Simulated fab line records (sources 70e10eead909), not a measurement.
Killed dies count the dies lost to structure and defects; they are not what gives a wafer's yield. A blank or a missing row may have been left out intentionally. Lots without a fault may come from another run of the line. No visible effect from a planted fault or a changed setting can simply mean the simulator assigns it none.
The tool behind it: which one? -- flow nandHarc -- 14 lots with 42 wafers sampled at 2 steps, on a route of 1302 steps

== WHAT EACH GAUGE READ, for each wafer ==
NHARC_P_M1_INSPECT_27.
lot,measured,on,rawDefectCount
L375,day 6 14:50,defectInspect-02,128 254 170
L376,day 7 04:53,defectInspect-01,474 326 368
L377,day 7 14:49,defectInspect-01,242 338 192
L379,day 8 12:58,defectInspect-01,193 240 338
L381,day 9 08:40,defectInspect-02,293 206 370
L384,day 10 08:49,defectInspect-02,254 164 144
L389,day 12 22:29,defectInspect-02,600 335 243
L390,day 13 04:50,defectInspect-02,212 219 240
L391,day 13 09:57,defectInspect-01,185 246 159
L392,day 13 15:30,defectInspect-01,126 260 193
L393,day 14 04:06,defectInspect-01,442 260 267
L394,day 14 16:24,defectInspect-02,519 278 237
L395,day 14 19:59,defectInspect-01,179 233 130
L396,day 15 06:26,defectInspect-02,349 283 299

NHARC_P_M2_CD_MEAS_16.
lot,measured,on,cdNm (nm)
L375,day 6 16:52,cdSem-03,170.0 169.8 169.4
L376,day 7 06:47,cdSem-01,169.1 169.0 170.3
L377,day 7 16:42,cdSem-03,171.1 171.1 170.8
L379,day 8 14:52,cdSem-02,170.5 170.0 169.5
L381,day 9 10:33,cdSem-02,170.6 169.4 169.2
L384,day 10 10:35,cdSem-02,170.5 170.0 171.3
L389,day 13 00:17,cdSem-03,169.7 170.9 171.3
L390,day 13 06:46,cdSem-01,169.9 170.5 169.7
L391,day 13 11:46,cdSem-02,170.8 169.5 170.5
L392,day 13 17:25,cdSem-03,172.1 171.2 171.2
L393,day 14 06:02,cdSem-03,171.9 170.9 170.7
L394,day 14 18:28,cdSem-03,170.7 170.3 169.2
L395,day 14 22:25,cdSem-02,169.0 170.1 170.1
L396,day 15 08:20,cdSem-03,170.5 170.7 170.5

== TOOL THAT RAN EACH LOT (tool first, then ch and the chambers of the sampled wafers, then the start) ==
Before these readings, the record contains no process step.

== AS READ BY THE TOOLS THEMSELVES (means over the sampled wafers that have a number; for cases with no such wafer, the mark the record gives instead) ==
The record holds no such reading with a usual standard deviation.

== THE ANSWER, worked out from the rows above alone ==
Rule: usual is defined by the lots themselves. Put in order of their means at a reading, lots are off if they are a third of the lots or fewer, leave a main group of 4 or more, and stand apart from it by a gap of 3 or more times the standard deviation of the main group's means; of several such gaps the widest counts. If all means in a main group match to the digits the tables above print for the reading, that group is not used. A lot without any number at a reading at which 4 lots or more have one is off too. The other lots that the step has rows for count as sound. First the gauges in route order, then the tools' own readings, where a lot's mean is used as printed above. At the first step where some lot is off, the reading lying furthest off is the one used; lots without a number count as furthest.
None of the lots is off at any reading shown; this tells nothing.

== WHAT THE SIMULATOR HAD PUT IN ==
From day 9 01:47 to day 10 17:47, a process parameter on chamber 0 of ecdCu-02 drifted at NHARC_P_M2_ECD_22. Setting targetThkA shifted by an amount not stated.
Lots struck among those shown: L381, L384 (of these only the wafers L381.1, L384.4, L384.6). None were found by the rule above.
